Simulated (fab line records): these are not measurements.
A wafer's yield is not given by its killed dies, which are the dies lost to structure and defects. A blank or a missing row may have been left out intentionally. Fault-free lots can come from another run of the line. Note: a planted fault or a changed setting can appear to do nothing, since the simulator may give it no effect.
A struck lot beside a sound one | flow n5_finfet | 15 out of 1938 route steps
Sound: these wafers, L581.4, L581.5, L581.6. The struck wafers were L595.2, L595.3, L595.6. Last of all comes the cause.
Per side, at each step with rows, come the tool, then ch with its chambers, and then its first start. Under that, the readings that differ: sound wafers | struck wafers | difference of the means | sigmas: that difference in standard deviations of wafers without a fault.
alike: same words and numbers on both sides, and readings whose means sit less than 2 such deviations apart. not compared: any withheld reading, any reading some wafer has no value for, any bound like >300 that may hide the same value, and any number with overlapping values for which the record gives no deviation.
The two part at a step that has a row with sigmas, a row that says differs or no value, or rows on one side only. Non-overlapping numbers with no deviation appear without sigmas and do not part them. A reading that every wafer of one side lacks parts them only if that side has two wafers or more.

first, 2 steps without rows for these wafers: N5_HKMG_FIN_STRIP_92 (strips SOC in N2/H2, time 20 s); N5_HKMG_FIN_WET_ETCH_18 (etches TiN in SC1, time 55 s, target depth 5.2 nm, rinse time 30 s).
N5_HKMG_FIN_STRIP_19: strips in N2/H2, time 360 s.
  sound on plasma_asher-01 ch 0,1, day 4 23:46; struck on plasma_asher-02 ch 0,1, day 8 09:46
  alike: drypump_motor_current_A, heater_power_w
  not compared: rf_hours_counter_h
N5_HKMG_FIN_ALD_91: deposits TiN, target thk 1 nm, pulse time 1 s, purge time 3 s.
  sound on ald_metal-01 ch 1,2,3, day 5 00:01; struck on ald_metal-03 ch 1,2,3, day 8 10:09
  alike: heater_power_w, precursor_pulse_height_rel
  not compared: since_wet_clean_h
then, 1 step without rows for these wafers: N5_HKMG_FIN_COAT_85 (time 60 s, resist thk 300 nm).
N5_HKMG_FIN_ETCH_86: etches SOC in N2/H2, stops on TiN, target depth 393.2 nm.
  sound on rie_diel-06 ch 1,2,3, day 5 00:38; struck on rie_diel-01 ch 2,3, day 8 10:34
  alike: bias_w, chamber_pressure_mTorr, drypump_motor_current_A, oes_product_au, rf_fwd_power_W, rf_vpp_V, showerhead_plenum_p_Torr, throttle_valve_pct
  not compared: rf_hours_counter_h
N5_HKMG_FIN_STRIP_89: strips SOC in N2/H2, time 20 s.
  sound on rie_diel-06 ch 1,2,3, day 5 00:42; struck on rie_diel-01 ch 2,3, day 8 10:38
  alike: drypump_motor_current_A, oes_product_au, rf_fwd_power_W, rf_vpp_V, showerhead_plenum_p_Torr, throttle_valve_pct
  not compared: rf_hours_counter_h
then, 1 step without rows for these wafers: N5_HKMG_FIN_WET_ETCH_87 (etches TiN in SC1, time 154.2 s, target depth 4.7 nm, rinse time 30 s).
N5_HKMG_FIN_STRIP_88: strips in N2/H2, time 360 s.
  sound on plasma_asher-02 ch 0,1, day 5 00:59; struck on plasma_asher-02 ch 0,1, day 8 10:49
  alike: drypump_motor_current_A, heater_power_w
  not compared: rf_hours_counter_h
then, 3 steps without rows for these wafers: N5_HKMG_FIN_NWFM_ALD_20 (deposits TiAlC, target thk 2 nm, pulse time 3 s, purge time 2 s); N5_HKMG_FIN_ALD_71 (deposits TiN, target thk 1 nm, pulse time 1 s, purge time 3 s); N5_HKMG_FIN_COAT_66 (time 60 s, resist thk 300 nm).
N5_HKMG_FIN_ETCH_67: etches SOC in N2/H2, stops on TiN, target depth 388.9 nm.
  sound on rie_diel-02 ch 0,1,2, day 5 01:47; struck on rie_diel-06 ch 1,2, day 8 11:39
  no value came back on the struck wafers for any of 8 readings (bias_w (W), chamber_pressure_mTorr (mTorr) and others); on the sound wafers bias_w (W) reads 61.06 61.07 60.94
  reading                                   | sound          | struck        | difference | sigmas
  model.SOC_of_HKMG_FIN_COAT_66.thk_nm (nm) | 13.2 23.8 15.2 | 300.6 301 301 | +283.5     |
  alike: model.TiN_of_HKMG_FIN_ALD_71.thk_nm
  not compared: rf_hours_counter_h
then, 1 step without rows for these wafers: N5_HKMG_FIN_STRIP_90 (strips SOC in N2/H2, time 20 s).
N5_BEOL_M4_RC_MEAS_101:
  the record has rows for the sound wafers here (prober-02 ch 0, day 8 18:35) and none for the struck ones

== WHERE THEY PART ==
Last at N5_BEOL_M4_RC_MEAS_101 as far as this record goes, first at N5_HKMG_FIN_ETCH_67.

WHY: what the simulator had put in
Whole step skipped at N5_HKMG_FIN_ETCH_67 on rie_diel-06, starting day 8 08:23. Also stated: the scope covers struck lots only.
